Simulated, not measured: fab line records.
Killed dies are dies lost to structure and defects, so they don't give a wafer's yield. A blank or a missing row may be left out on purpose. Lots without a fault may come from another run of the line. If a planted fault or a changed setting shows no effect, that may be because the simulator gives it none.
Chamber matching	flow n5 finfet	N5_BEOL_M3_ETCH_69 on rie diel-05 has 4 sister chambers
The step etches SiARC in CF4, target depth 15.6 nm, time 26 s. 14 wafers are shown with their chamber, then 7 later ones without.

## EACH WAFER AND ITS CHAMBER
wafer	chamber	drypump motor current A (A)	throttle valve pct (%)	oes product au (a.u.)
L074.1	3	5.7	15.92	0.58
L074.3	2	5.4	15.91	0.64
L074.5	2	5.4	15.90	0.65
L079.2	1	5.8	15.76	0.65
L079.3	2	5.4	15.94	0.64
L079.5	1	5.9	15.77	0.64
L083.1	0	5.6	15.17	0.81
L083.3	1	5.8	15.79	0.63
L083.5	1	5.9	15.80	0.62
L087.2	2	5.4	15.97	0.62
L087.3	3	5.7	15.47	0.79
L087.4	1	5.8	15.80	0.63
L094.2	1	5.8	15.82	0.63
L094.3	0	5.7	15.21	0.77

SIGNATURES (averages over the wafers above)
reading	chamber 0	chamber 1	chamber 2	chamber 3	scatter within a chamber
drypump motor current A	5.650	5.833	5.400	5.700	0.0428
throttle valve pct	15.1900	15.7900	15.9300	15.6950	0.104
oes product au	0.7900	0.6333	0.6375	0.6850	0.0488
Rule: distance of a wafer from a chamber = root of the sum over the readings of ((wafer's reading minus chamber's mean) / reading's scatter) squared. If the next closest chamber is less than 2 further off than the closest, the wafer can't be placed; otherwise it belongs to the closest. The scatter is the square root of a quotient: the sum, over the shown wafers, of each reading's squared deviation from its chamber's mean, divided by wafers minus chambers.

## WAFERS WITHOUT THEIR CHAMBER
wafer	drypump motor current A (A)	throttle valve pct (%)	oes product au (a.u.)
L094.5	5.8	15.84	0.62
L096.1	5.8	15.83	0.62
L096.2	5.4	16.01	0.61
L096.6	5.8	15.83	0.62
L097.1	5.8	15.48	0.77
L097.2	5.7	15.19	0.77
L097.4	5.8	15.82	0.62

## WHICH CHAMBER EACH WENT THROUGH
wafer	from the rows above	in truth
L094.5	1	1
L096.1	1	1
L096.2	2	2
L096.6	1	1
L097.1	can't be placed: 3 or 1 or 0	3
L097.2	0	0
L097.4	1	1
6 of 7 placed correctly. Can't be placed from these rows: 1 (the true chamber is among the candidates in 1). 0 placed wrongly.
